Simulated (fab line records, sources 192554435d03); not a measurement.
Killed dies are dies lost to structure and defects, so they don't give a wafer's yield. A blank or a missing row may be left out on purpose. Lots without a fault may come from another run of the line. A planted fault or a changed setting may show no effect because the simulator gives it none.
fab line records | flow n5_finfet
record lots=24 wafers=72 last_day=18
route steps=1938 shown BEOL_M3@982 BEOL_M4@1021
lots that met no fault: from a run of the same line without faults
start_h: hours from the record's first day to the start of the lot's first wafer shown | wait_h: hours since the lot's step before | " the same as in the row above | L1.1+2: a row that stands for several wafers | - no value, or no start given | * or withheld: withheld | < > ~ a bound
route shown NAME@n: a module of which the file shows steps, and the number in the route of the first | usual: mean/standard deviation of fault-free wafers | same: alike in all rows | chamber/n: place in a boat | sites: the reading at each site | _std_site: their standard deviation | _edge_site: outer sites' mean less inner sites' | radius_mm: how far each site lies from the wafer's centre | mask NAME#n: copy n | behind: the tool/chamber that last shaped the wafer | hold: why the lot was held/for how many hours/how that ended | device: the transistor (n, p or np) that didn't switch | end of line: the same wafers' tests at the end of the route | a step without rows: its recipe alone | killed: dies lost to structure and defects at the first sort, not the wafer's yield | map: a wafer's dies, x killed, . not, _ none there
set.NAME: the setting as run; set.NAME@STEP: as run at that earlier step | model.NAME: the simulator's own value behind a step, which no gauge read
steps of the route over a sample of lots; a table a step, a row a wafer
services: from which hour (start_h, from the record's first day; less than 0 if before it) a tool's chamber was out of use, for how many hours, and why
## steps
# step N5_BEOL_M3_STRIP_97
# recipe chemistry=N2/H2 time_s=10 power_w=450 temp_c=40 pressure_mtorr=20 rf_frequency_hz=6e+07 bias_power_w=7 n2_flow_sccm=200 h2_flow_sccm=200
# usual chamber_pressure_mTorr=20.001/0.019 drypump_motor_current_A=5.8/0.61 oes_product_au=0.80/0.092 rf_vpp_V=59.1/0.83 showerhead_plenum_p_Torr=2.52/0.068 temp_c=40.00/0.12 throttle_valve_pct=23.7/0.31
# columns lot.wafer tool chamber start_h wait_h chamber_pressure_mTorr drypump_motor_current_A oes_product_au rf_hours_counter_h rf_vpp_V showerhead_plenum_p_Torr temp_c throttle_valve_pct
L074.1 rie_diel-01 0 - - 20.007 4.8 0.91 37 59.5 2.57 39.89 23.3
L074.4 " 3 " " 19.985 6.4 0.90 49 59.2 2.48 40.13 23.5
L074.5 " 3 " " 19.983 6.4 0.89 - 59.0 2.48 40.15 23.5
L075.4 rie_diel-04 1 - - 20.007 6.5 0.81 99 60.1 2.55 39.89 23.7
L075.5 " 1 " " 20.021 6.6 0.80 - 58.8 2.55 40.02 23.7
L075.6 " 0 " " 19.986 5.7 0.66 - 58.3 2.62 39.97 24.2
L076.2 rie_diel-04 1 - - 19.996 6.5 0.80 100 59.0 2.55 39.95 23.7
L076.3 " 3 " " 19.989 6.6 0.73 183 58.3 2.43 40.12 23.9
L076.4 " 0 " " 19.985 5.7 0.67 240 57.5 2.62 40.14 24.2
L077.1 rie_diel-01 2 - - 20.028 6.1 0.97 11 58.6 2.51 39.98 23.3
L077.2 " 3 " " 20.008 6.4 0.88 52 57.0 2.48 40.11 23.5
L077.4 " 0 " " 19.977 4.8 0.88 40 59.0 2.57 40.09 23.3
L078.1 rie_diel-03 0 - - 19.973 5.0 0.86 64 58.7 2.57 40.28 23.2
L078.4 " 2 " " 20.004 5.5 0.69 220 57.7 2.40 40.12 23.8
L078.6 " 1 " " 20.002 5.3 0.76 - 58.6 2.53 40.20 23.5
L079.1 rie_diel-03 0 - - 19.991 5.0 0.85 67 60.4 2.57 40.03 23.2
L079.3 " 2 " " 19.990 5.5 0.69 223 60.1 2.40 40.05 23.8
L079.6 " 2 " " 20.006 5.5 0.69 - 59.6 2.40 39.89 23.8
L080.3 rie_diel-04 2 - - 19.984 5.7 0.89 22 58.8 2.61 40.11 24.1
L080.4 " 3 " " 19.974 6.6 0.72 188 58.5 2.43 39.89 23.9
L080.5 " 2 " " 19.981 5.7 0.89 - 58.7 2.61 40.06 24.1
L081.2 rie_diel-01 1 - - 19.981 5.2 0.70 211 59.1 2.51 40.00 23.9
L081.3 " 2 " " 20.011 6.1 0.96 19 58.6 2.51 40.00 23.3
L081.5 " 1 " " 20.028 5.2 0.71 - 58.3 2.51 39.83 23.9
L082.3 rie_diel-04 2 - - 19.997 5.7 0.89 26 59.3 2.61 40.05 24.1
L082.4 " 3 " " 20.013 6.6 0.71 193 59.2 2.42 40.10 23.9
L082.5 " 2 " " 20.014 5.7 0.88 - 58.5 2.61 40.06 24.2
L083.2 rie_diel-04 1 - - 19.977 6.5 0.80 113 59.9 2.54 39.90 23.7
L083.5 " 3 " " 19.988 6.6 0.72 - 59.2 2.42 40.13 23.9
L083.6 " 1 " " 19.995 6.5 0.80 - 59.7 2.54 39.99 23.7
L084.2 rie_diel-03 0 - - 20.007 5.0 0.85 76 60.3 2.57 39.96 23.2
L084.3 " 2 " " 20.011 5.5 0.69 233 59.5 2.39 40.01 23.8
L084.6 " 1 " " 20.018 5.3 0.75 - 58.2 2.53 40.12 23.5
L085.2 rie_diel-01 0 - - 20.008 4.7 0.88 55 57.9 2.57 40.17 23.4
L085.5 " 2 " " 19.966 6.1 0.94 - 59.0 2.50 39.97 23.3
L085.6 " 1 " " 19.962 5.2 0.70 - 59.6 2.51 39.77 23.9
L086.1 rie_diel-01 3 - - 20.024 6.4 0.86 68 60.2 2.47 40.04 23.5
L086.3 " 2 " " 20.001 6.1 0.93 28 58.3 2.50 39.96 23.3
L086.5 " 2 " " 19.997 6.1 0.93 - 59.1 2.50 39.89 23.3
L087.1 rie_diel-04 2 - - 19.994 5.7 0.86 40 57.1 2.60 40.05 24.2
L087.5 " 3 " " 20.012 6.6 0.70 - 59.3 2.42 39.90 23.9
L087.6 " 2 " " 19.987 5.7 0.86 - 58.2 2.60 39.91 24.2
L090.2 rie_diel-01 0 - - 20.005 4.8 0.86 64 59.5 2.56 39.93 23.4
L090.3 " 3 " " 20.004 6.4 0.85 76 58.9 2.47 40.02 23.5
L090.5 " 0 " " 19.990 4.8 0.86 - 58.8 2.56 39.87 23.4
L088.1 rie_diel-03 2 - - 20.012 5.5 0.67 243 58.5 2.39 39.81 23.8
L088.3 " 1 " " 20.004 5.3 0.73 189 59.7 2.53 40.12 23.6
L088.4 " 0 " " 20.005 5.0 0.83 86 60.0 2.56 39.87 23.2
L089.1 rie_diel-01 2 - - 20.036 6.1 0.92 38 59.6 2.50 40.01 23.3
L089.4 " 3 " " 20.001 6.4 0.84 78 58.9 2.47 39.76 23.5
L089.5 " 0 " " 20.017 4.7 0.86 - 58.5 2.56 39.98 23.4
L091.2 rie_diel-03 0 - - 19.994 5.1 0.83 88 59.5 2.56 39.99 23.2
L091.3 " 3 " " 19.988 6.2 0.70 224 60.6 2.61 40.05 23.3
L091.6 " 3 " " 20.018 6.2 0.71 - 60.6 2.61 40.03 23.3
L092.1 rie_diel-01 2 - - 19.997 6.1 0.92 40 59.8 2.50 40.05 23.3
L092.2 " 0 " " 20.015 4.8 0.86 68 59.6 2.56 40.01 23.4
L092.3 " 1 " " 20.042 5.2 0.69 231 58.6 2.50 39.87 24.0
L093.3 rie_diel-01 2 - - 20.011 6.1 0.91 42 59.1 2.50 40.24 23.3
L093.4 " 3 " " 20.033 6.4 0.84 82 61.1 2.47 40.19 23.6
L093.6 " 3 " " 20.006 6.4 0.85 - 58.1 2.47 40.14 23.6
L094.1 rie_diel-03 1 - - 19.977 5.3 0.74 195 60.4 2.52 40.10 23.6
L094.5 " 0 " " 19.993 5.0 0.83 - 60.1 2.56 39.91 23.2
L094.6 " 3 " " 20.012 6.2 0.70 - 58.8 2.60 39.93 23.3
L095.2 rie_diel-04 0 - - 20.038 5.8 0.92 18 59.8 2.60 39.85 23.9
L095.3 " 3 " " 19.988 6.6 0.68 218 57.2 2.41 40.04 23.9
L095.4 " 0 " " 20.003 5.7 0.91 - 59.9 2.60 39.84 23.9
L096.2 rie_diel-01 3 - - 20.016 6.4 0.83 90 58.3 2.46 40.11 23.5
L096.4 " 0 " " 19.994 4.8 0.84 78 62.2 2.56 40.12 23.4
L096.6 " 0 " " 20.024 4.8 0.84 - 59.8 2.56 39.93 23.4
L097.3 rie_diel-04 2 - - 19.959 5.7 0.83 54 59.6 2.60 39.82 24.2
L097.5 " 1 " " 19.990 6.5 0.78 - 59.4 2.53 40.13 23.7
L097.6 " 2 " " 19.999 5.7 0.83 - 59.2 2.60 40.00 24.2
# step N5_BEOL_M3_SPUTTER_48
# recipe material=Cu target_thk_a=45 temp_c=-20 chamber_pressure_pa=0.07 power_w=withheld time_s=8.29
# usual throttle_valve_pct=30.2/1.1
# columns lot.wafer tool chamber start_h wait_h throttle_valve_pct
L074.1 pvd_sputter-03 - 158.28 0.2 29.8
L074.4 " - " " 30.1
L074.5 " - " " 30.4
L075.4 pvd_sputter-03 - 163.42 0.1 29.5
L075.5 " - " " 30.7
L075.6 " - " " 31.2
L076.2 pvd_sputter-02 - 166.37 0.2 31.0
L076.3 " - " " 27.4
L076.4 " - " " 29.8
L077.1 pvd_sputter-01 - 166.68 0.2 28.6
L077.2 " - " " 31.2
L077.4 " - " " 28.8
L078.1 pvd_sputter-02 - 169.67 0.1 31.0
L078.4 " - " " 30.9
L078.6 " - " " 27.7
L079.1 pvd_sputter-01 - 179.52 0.1 29.8
L079.3 " - " " 31.4
L079.6 " - " " 29.8
L080.3 pvd_sputter-01 - 182.44 0.2 31.4
L080.4 " - " " 29.9
L080.5 " - " " 28.5
L081.2 pvd_sputter-01 - 190.66 0.1 29.6
L081.3 " - " " 28.8
L081.5 " - " " 29.7
L082.3 pvd_sputter-02 - 200.08 1.4 31.0
L082.4 " - " " 27.7
L082.5 " - " " 27.4
L083.2 pvd_sputter-02 - 208.55 0.1 31.0
L083.5 " - " " 29.7
L083.6 " - " " 27.5
L084.2 pvd_sputter-02 - 212.85 0.1 27.7
L084.3 " - " " 29.8
L084.6 " - " " 31.2
L085.2 pvd_sputter-03 - 216.04 0.1 31.4
L085.5 " - " " 29.5
L085.6 " - " " 29.9
L086.1 pvd_sputter-03 - 219.84 0.1 29.8
L086.3 " - " " 30.6
L086.5 " - " " 31.0
L087.1 pvd_sputter-02 - 235.88 0.2 30.9
L087.5 " - " " 31.1
L087.6 " - " " 29.7
L090.2 pvd_sputter-01 - 245.48 0.2 30.6
L090.3 " - " " 31.7
L090.5 " - " " 29.7
L088.1 pvd_sputter-01 - 247.32 0.2 31.2
L088.3 " - " " 28.5
L088.4 " - " " 29.8
L089.1 pvd_sputter-01 - 250.44 0.2 31.5
L089.4 " - " " 28.5
L089.5 " - " " 28.7
L091.2 pvd_sputter-03 - 253.38 0.1 29.8
L091.3 " - " " 30.8
L091.6 " - " " 31.1
L092.1 pvd_sputter-01 - 256.83 0.2 31.5
L092.2 " - " " 30.7
L092.3 " - " " 28.5
L093.3 pvd_sputter-03 - 263.96 1.4 29.7
L093.4 " - " " 31.2
L093.6 " - " " 29.8
L094.1 pvd_sputter-03 - 266.98 0.1 29.8
L094.5 " - " " 31.2
L094.6 " - " " 30.0
L095.2 pvd_sputter-03 - 278.40 0.2 29.9
L095.3 " - " " 31.3
L095.4 " - " " 29.9
L096.2 pvd_sputter-01 - 294.00 0.1 29.9
L096.4 " - " " 31.4
L096.6 " - " " 30.5
L097.3 pvd_sputter-03 - 299.42 1.8 30.8
L097.5 " - " " 29.9
L097.6 " - " " 31.0
# step N5_BEOL_M3_SPUTTER_81
# recipe material=Cu target_thk_a=45 temp_c=-20 chamber_pressure_pa=0.07 power_w=withheld time_s=8.29
# usual throttle_valve_pct=30.3/1.1
# columns lot.wafer tool chamber start_h wait_h throttle_valve_pct
L074.1 pvd_sputter-03 - 158.72 0.1 30.0
L074.4 " - " " 29.8
L074.5 " - " " 30.4
L075.4 pvd_sputter-03 - 163.86 0.1 30.1
L075.5 " - " " 30.9
L075.6 " - " " 30.7
L076.2 pvd_sputter-02 - 166.81 0.1 31.0
L076.3 " - " " 27.6
L076.4 " - " " 29.7
L077.1 pvd_sputter-01 - 167.12 0.1 28.4
L077.2 " - " " 30.8
L077.4 " - " " 28.8
L078.1 pvd_sputter-02 - 170.11 0.1 31.6
L078.4 " - " " 31.4
L078.6 " - " " 27.9
L079.1 pvd_sputter-01 - 179.96 0.1 29.7
L079.3 " - " " 31.4
L079.6 " - " " 30.0
L080.3 pvd_sputter-01 - 182.88 0.1 31.4
L080.4 " - " " 29.9
L080.5 " - " " 28.9
L081.2 pvd_sputter-01 - 191.10 0.1 29.8
L081.3 " - " " 28.6
L081.5 " - " " 29.9
L082.3 pvd_sputter-02 - 202.75 2.3 31.2
L082.4 " - " " 27.7
L082.5 " - " " 27.7
L083.2 pvd_sputter-02 - 208.99 0.1 31.4
L083.5 " - " " 29.7
L083.6 " - " " 27.6
L084.2 pvd_sputter-02 - 213.29 0.1 27.5
L084.3 " - " " 29.9
L084.6 " - " " 31.2
L085.2 pvd_sputter-03 - 216.48 0.1 30.9
L085.5 " - " " 30.0
L085.6 " - " " 30.0
L086.1 pvd_sputter-03 - 220.28 0.1 30.0
L086.3 " - " " 30.4
L086.5 " - " " 31.1
L087.1 pvd_sputter-02 - 236.32 0.1 31.4
L087.5 " - " " 31.3
L087.6 " - " " 29.8
L090.2 pvd_sputter-01 - 245.92 0.1 31.0
L090.3 " - " " 31.6
L090.5 " - " " 29.8
L088.1 pvd_sputter-01 - 247.76 0.1 30.9
L088.3 " - " " 28.7
L088.4 " - " " 30.0
L089.1 pvd_sputter-01 - 250.88 0.1 31.7
L089.4 " - " " 28.5
L089.5 " - " " 28.7
L091.2 pvd_sputter-03 - 253.82 0.1 29.8
L091.3 " - " " 31.0
L091.6 " - " " 31.2
L092.1 pvd_sputter-01 - 257.27 0.1 31.8
L092.2 " - " " 31.2
L092.3 " - " " 28.6
L093.3 pvd_sputter-03 - 264.40 0.1 29.8
L093.4 " - " " 31.0
L093.6 " - " " 29.5
L094.1 pvd_sputter-03 - 267.42 0.1 29.9
L094.5 " - " " 31.2
L094.6 " - " " 30.0
L095.2 pvd_sputter-03 - 278.84 0.1 30.0
L095.3 " - " " 30.7
L095.4 " - " " 30.0
L096.2 pvd_sputter-01 - 294.44 0.1 30.0
L096.4 " - " " 31.7
L096.6 " - " " 31.1
L097.3 pvd_sputter-03 - 299.86 0.1 30.4
L097.5 " - " " 29.8
L097.6 " - " " 31.4
# step N5_BEOL_M3_ANNEAL_89
# recipe temp_c=400 time_s=240 ambient=vacuum
# usual heater_power_w=840/62
# columns lot.wafer tool chamber start_h wait_h heater_power_w
L074.1 pvd_sputter-03 - 159.24 0.0 818
L074.4 " - " " 811
L074.5 " - " " 807
L075.4 pvd_sputter-03 - 164.38 0.0 822
L075.5 " - " " 823
L075.6 " - " " 896
L076.2 pvd_sputter-02 - 167.33 0.0 848
L076.3 " - " " 1048
L076.4 " - " " 815
L077.1 pvd_sputter-01 - 167.64 0.0 829
L077.2 " - " " 774
L077.4 " - " " 805
L078.1 pvd_sputter-02 - 170.63 0.0 907
L078.4 " - " " 846
L078.6 " - " " 1035
L079.1 pvd_sputter-01 - 180.48 0.0 815
L079.3 " - " " 830
L079.6 " - " " 781
L080.3 pvd_sputter-01 - 183.82 0.0 831
L080.4 " - " " 797
L080.5 " - " " 818
L081.2 pvd_sputter-01 - 191.62 0.0 809
L081.3 " - " " 799
L081.5 " - " " 778
L082.3 pvd_sputter-02 - 203.27 0.0 810
L082.4 " - " " 1029
L082.5 " - " " 1060
L083.2 pvd_sputter-02 - 209.51 0.0 854
L083.5 " - " " 827
L083.6 " - " " 1034
L084.2 pvd_sputter-02 - 213.81 0.0 1038
L084.3 " - " " 825
L084.6 " - " " 874
L085.2 pvd_sputter-03 - 217.00 0.0 895
L085.5 " - " " 817
L085.6 " - " " 814
L086.1 pvd_sputter-03 - 220.80 0.0 802
L086.3 " - " " 814
L086.5 " - " " 882
L087.1 pvd_sputter-02 - 236.84 0.0 897
L087.5 " - " " 877
L087.6 " - " " 836
L090.2 pvd_sputter-01 - 246.44 0.0 759
L090.3 " - " " 832
L090.5 " - " " 798
L088.1 pvd_sputter-01 - 248.28 0.0 752
L088.3 " - " " 818
L088.4 " - " " 798
L089.1 pvd_sputter-01 - 251.40 0.0 845
L089.4 " - " " 812
L089.5 " - " " 815
L091.2 pvd_sputter-03 - 254.34 0.0 802
L091.3 " - " " 890
L091.6 " - " " 874
L092.1 pvd_sputter-01 - 257.79 0.0 848
L092.2 " - " " 741
L092.3 " - " " 808
L093.3 pvd_sputter-03 - 264.92 0.0 789
L093.4 " - " " 882
L093.6 " - " " 807
L094.1 pvd_sputter-03 - 267.94 0.0 827
L094.5 " - " " 868
L094.6 " - " " 831
L095.2 pvd_sputter-03 - 279.36 0.0 829
L095.3 " - " " 865
L095.4 " - " " 808
L096.2 pvd_sputter-01 - 294.96 0.0 789
L096.4 " - " " 831
L096.6 " - " " 781
L097.3 pvd_sputter-03 - 300.38 0.0 828
L097.5 " - " " 822
L097.6 " - " " 895
# step N5_BEOL_M3_SPUTTER_92
# recipe material=Cu target_thk_a=45 temp_c=-20 chamber_pressure_pa=0.07 power_w=withheld time_s=8.29
# usual throttle_valve_pct=30.2/1
# columns lot.wafer tool chamber start_h wait_h throttle_valve_pct
L074.1 pvd_sputter-03 - 159.60 0.1 29.6
L074.4 " - " " 29.9
L074.5 " - " " 30.5
L075.4 pvd_sputter-03 - 164.74 0.1 30.0
L075.5 " - " " 30.7
L075.6 " - " " 31.1
L076.2 pvd_sputter-02 - 167.69 0.1 31.4
L076.3 " - " " 27.2
L076.4 " - " " 29.5
L077.1 pvd_sputter-01 - 168.00 0.1 28.7
L077.2 " - " " 30.7
L077.4 " - " " 28.8
L078.1 pvd_sputter-02 - 170.99 0.1 30.9
L078.4 " - " " 31.1
L078.6 " - " " 27.6
L079.1 pvd_sputter-01 - 180.84 0.1 29.9
L079.3 " - " " 31.5
L079.6 " - " " 29.8
L080.3 pvd_sputter-01 - 184.18 0.1 31.5
L080.4 " - " " 29.9
L080.5 " - " " 28.8
L081.2 pvd_sputter-01 - 191.98 0.1 30.1
L081.3 " - " " 28.6
L081.5 " - " " 29.9
L082.3 pvd_sputter-02 - 203.63 0.1 30.7
L082.4 " - " " 27.4
L082.5 " - " " 27.7
L083.2 pvd_sputter-02 - 209.87 0.1 31.0
L083.5 " - " " 29.8
L083.6 " - " " 27.7
L084.2 pvd_sputter-02 - 214.17 0.1 27.8
L084.3 " - " " 29.6
L084.6 " - " " 31.1
L085.2 pvd_sputter-03 - 217.36 0.1 31.0
L085.5 " - " " 30.0
L085.6 " - " " 29.9
L086.1 pvd_sputter-03 - 221.16 0.1 30.1
L086.3 " - " " 30.6
L086.5 " - " " 31.2
L087.1 pvd_sputter-02 - 237.20 0.1 30.9
L087.5 " - " " 31.1
L087.6 " - " " 29.7
L090.2 pvd_sputter-01 - 246.80 0.1 31.2
L090.3 " - " " 31.5
L090.5 " - " " 29.7
L088.1 pvd_sputter-01 - 248.64 0.1 31.0
L088.3 " - " " 28.6
L088.4 " - " " 29.9
L089.1 pvd_sputter-01 - 251.76 0.1 31.8
L089.4 " - " " 28.5
L089.5 " - " " 28.8
L091.2 pvd_sputter-03 - 254.70 0.1 29.8
L091.3 " - " " 30.9
L091.6 " - " " 30.9
L092.1 pvd_sputter-01 - 258.15 0.1 31.5
L092.2 " - " " 30.7
L092.3 " - " " 28.7
L093.3 pvd_sputter-03 - 265.28 0.1 30.0
L093.4 " - " " 30.8
L093.6 " - " " 29.8
L094.1 pvd_sputter-03 - 268.30 0.1 29.9
L094.5 " - " " 30.9
L094.6 " - " " 29.8
L095.2 pvd_sputter-03 - 279.72 0.1 29.7
L095.3 " - " " 31.1
L095.4 " - " " 30.0
L096.2 pvd_sputter-01 - 295.32 0.1 29.9
L096.4 " - " " 31.4
L096.6 " - " " 30.7
L097.3 pvd_sputter-03 - 300.74 0.1 31.0
L097.5 " - " " 29.7
L097.6 " - " " 31.1
# step N5_BEOL_M4_ILD_DEP_00
# recipe material=SiOC target_thk_a=790 temp_c=350 precursor=DEMS/O2 pressure_torr=5 rf_w=500 time_s=15.3
# usual heater_power_w=502/74 showerhead_plenum_p_Torr=5.700/0.019 throttle_valve_pct=11.8/0.38
# columns lot.wafer tool chamber start_h wait_h heater_power_w showerhead_plenum_p_Torr throttle_valve_pct
L074.1 pecvd-03 0 161.22 0.0 611 5.710 11.0
L074.4 " 2 " " 508 5.712 11.5
L074.5 " 0 " " 598 5.742 11.5
L075.4 pecvd-02 1 166.34 0.1 385 5.695 11.7
L075.5 " 0 " " 415 5.681 11.6
L075.6 " 2 " " 461 5.699 12.0
L076.2 pecvd-04 1 169.24 0.0 576 5.729 12.5
L076.3 " 0 " " 429 5.686 11.7
L076.4 " 2 " " 578 5.695 11.5
L077.1 pecvd-02 1 169.67 0.0 341 5.681 11.6
L077.2 " 2 " " 481 5.694 12.2
L077.4 " 0 " " 486 5.677 11.7
L078.1 pecvd-02 0 172.58 0.0 549 5.682 11.4
L078.4 " 2 " " 485 5.696 12.2
L078.6 " 1 " " 352 5.674 11.8
L079.1 pecvd-04 2 182.41 0.0 587 5.686 11.7
L079.3 " 1 " " 498 5.734 12.5
L079.6 " 2 " " 610 5.683 11.7
L080.3 pecvd-03 2 185.76 0.0 479 5.738 11.4
L080.4 " 1 " " 475 5.703 11.6
L080.5 " 2 " " 470 5.725 11.6
L081.2 pecvd-04 0 193.63 0.0 392 5.678 11.7
L081.3 " 2 " " 569 5.687 11.7
L081.5 " 2 " " 592 5.690 11.6
L082.3 pecvd-04 0 205.18 0.0 386 5.698 11.8
L082.4 " 2 " " 509 5.686 11.7
L082.5 " 1 " " 614 5.717 12.7
L083.2 pecvd-04 0 211.42 0.0 434 5.689 11.7
L083.5 " 2 " " 558 5.676 11.6
L083.6 " 0 " " 428 5.698 11.7
L084.2 pecvd-02 2 215.72 0.0 504 5.660 12.2
L084.3 " 0 " " 534 5.675 11.8
L084.6 " 0 " " 498 5.678 11.8
L085.2 pecvd-03 2 218.91 0.0 419 5.720 11.8
L085.5 " 0 " " 620 5.721 11.2
L085.6 " 2 " " 436 5.724 11.4
L086.1 pecvd-02 1 222.76 0.0 414 5.681 11.7
L086.3 " 0 " " 474 5.678 11.6
L086.5 " 2 " " 501 5.689 12.1
L087.1 pecvd-02 0 238.82 0.0 508 5.678 11.8
L087.5 " 1 " " 383 5.689 11.7
L087.6 " 0 " " 509 5.683 11.7
L090.2 pecvd-03 2 248.35 0.0 468 5.720 11.5
L090.3 " 0 " " 614 5.708 11.4
L090.5 " 0 " " 608 5.722 11.5
L088.1 pecvd-03 0 250.21 0.0 533 5.727 11.7
L088.3 " 1 " " 472 5.701 11.7
L088.4 " 0 " " 538 5.720 11.4
L089.1 pecvd-03 2 253.31 0.0 502 5.725 11.7
L089.4 " 2 " " 512 5.725 11.9
L089.5 " 0 " " 506 5.724 11.7
L091.2 pecvd-04 1 256.25 0.0 554 5.713 12.7
L091.3 " 0 " " 408 5.706 11.8
L091.6 " 0 " " 398 5.700 11.7
L092.1 pecvd-04 1 259.70 0.0 518 5.730 12.3
L092.2 " 0 " " 464 5.708 11.8
L092.3 " 2 " " 596 5.696 11.7
L093.3 pecvd-04 2 266.83 0.0 565 5.692 11.7
L093.4 " 2 " " 552 5.690 11.5
L093.6 " 1 " " 569 5.708 12.6
L094.1 pecvd-02 0 269.87 0.0 484 5.685 11.8
L094.5 " 0 " " 490 5.668 11.9
L094.6 " 2 " " 538 5.677 11.6
L095.2 pecvd-04 1 281.29 0.0 614 5.732 12.8
L095.3 " 2 " " 614 5.703 11.5
L095.4 " 2 " " 605 5.694 11.7
L096.2 pecvd-03 1 296.89 0.0 484 5.703 11.7
L096.4 " 1 " " 482 5.703 11.8
L096.6 " 2 " " 427 5.723 11.6
L097.3 pecvd-04 0 302.60 0.1 464 5.714 11.9
L097.5 " 2 " " 560 5.688 11.9
L097.6 " 0 " " 458 5.701 11.8
## services
# columns tool chamber start_h hours kind
rie_diel-04 1 139.52 4.0 repair
pecvd-04 0 147.23 - calibration
pecvd-03 - 148.09 0.9 repair
pecvd-04 2 157.25 1.7 repair
pecvd-04 2 170.42 5.5 scheduled_down
pecvd-02 - 184.99 27.0 repair
rie_diel-04 0 197.34 - clean
rie_diel-04 0 197.34 - consumable_replace:focus_ring
rie_diel-04 0 197.34 18.8 scheduled_down
rie_diel-04 0 197.34 18.8 vent_cycle
pecvd-03 1 218.40 5.5 scheduled_down
rie_diel-04 1 221.30 13.8 repair
pecvd-03 0 224.32 5.5 scheduled_down
pecvd-02 2 231.85 5.5 scheduled_down
rie_diel-01 1 240.27 4.0 repair
rie_diel-03 2 265.86 - clean
rie_diel-03 2 265.86 - consumable_replace:focus_ring
rie_diel-03 2 265.86 - consumable_replace:showerhead
rie_diel-03 2 265.86 14.9 scheduled_down
rie_diel-03 2 265.86 14.9 vent_cycle
rie_diel-04 2 273.35 7.5 repair
pvd_sputter-02 - 279.52 3.8 repair
pecvd-04 1 298.99 6.2 repair
## key
fault none
